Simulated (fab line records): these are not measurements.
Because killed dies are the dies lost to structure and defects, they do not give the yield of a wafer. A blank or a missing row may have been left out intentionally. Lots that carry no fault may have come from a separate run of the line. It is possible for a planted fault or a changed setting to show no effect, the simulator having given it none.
Chamber matching	flow n5_finfet	N5_BEOL_M10_VIA_ETCH_34 on rie_diel-06 has 4 sister chambers
The step etches SiCOH lowk in C4F6/O2, target depth 184.5 nm, time 69.2 s. 14 wafers are shown with their chamber, then 7 later ones without.

## EACH WAFER AND ITS CHAMBER
wafer	chamber	showerhead_plenum_p_Torr (Torr)	drypump_motor_current_A (A)	rf_vpp_V (V)
L075.2	0	3.01	5.3	673
L075.3	3	2.98	5.2	679
L075.4	2	3.01	5.5	671
L076.1	0	3.01	5.3	673
L076.3	2	3.01	5.5	670
L076.4	3	2.98	5.1	680
L082.1	1	2.72	6.7	664
L082.4	0	3.00	5.3	672
L082.6	2	3.00	5.4	672
L083.1	1	2.72	6.7	666
L083.2	0	3.00	5.3	673
L083.5	3	2.97	5.1	679
L085.2	1	2.72	6.7	664
L085.5	1	2.72	6.6	665

SIGNATURES (means of the wafers above)
reading	chamber 0	chamber 1	chamber 2	chamber 3	scatter within a chamber
showerhead_plenum_p_Torr	3.0050	2.7200	3.0067	2.9767	0.00483
drypump_motor_current_A	5.300	6.675	5.467	5.133	0.0456
rf_vpp_V	672.75	664.75	671.00	679.33	0.785
Rule: a wafer lies at a distance from a chamber equal to the root of the sum of squares, over the readings, of (its reading less the chamber's mean, divided by the reading's scatter). If the next closest chamber is less than 2 further off than the closest, the wafer can't be placed; otherwise it belongs to the closest. The scatter is the square root of a quotient: the sum, over the shown wafers, of each reading's squared deviation from its chamber's mean, divided by wafers minus chambers.

## WAFERS WITHOUT THEIR CHAMBER
wafer	showerhead_plenum_p_Torr (Torr)	drypump_motor_current_A (A)	rf_vpp_V (V)
L085.6	3.00	5.3	673
L086.1	3.00	5.5	670
L086.3	2.97	5.1	679
L086.4	3.00	5.3	673
L088.3	2.71	6.6	666
L088.5	2.97	5.1	681
L088.6	3.00	5.3	673

## WHICH CHAMBER EACH WENT THROUGH
wafer	from the rows above	in truth
L085.6	0	0
L086.1	2	2
L086.3	3	3
L086.4	0	0
L088.3	1	1
L088.5	3	3
L088.6	0	0
7 of 7 placed correctly. Number that these rows cannot place: 0. Number placed wrongly: 0.
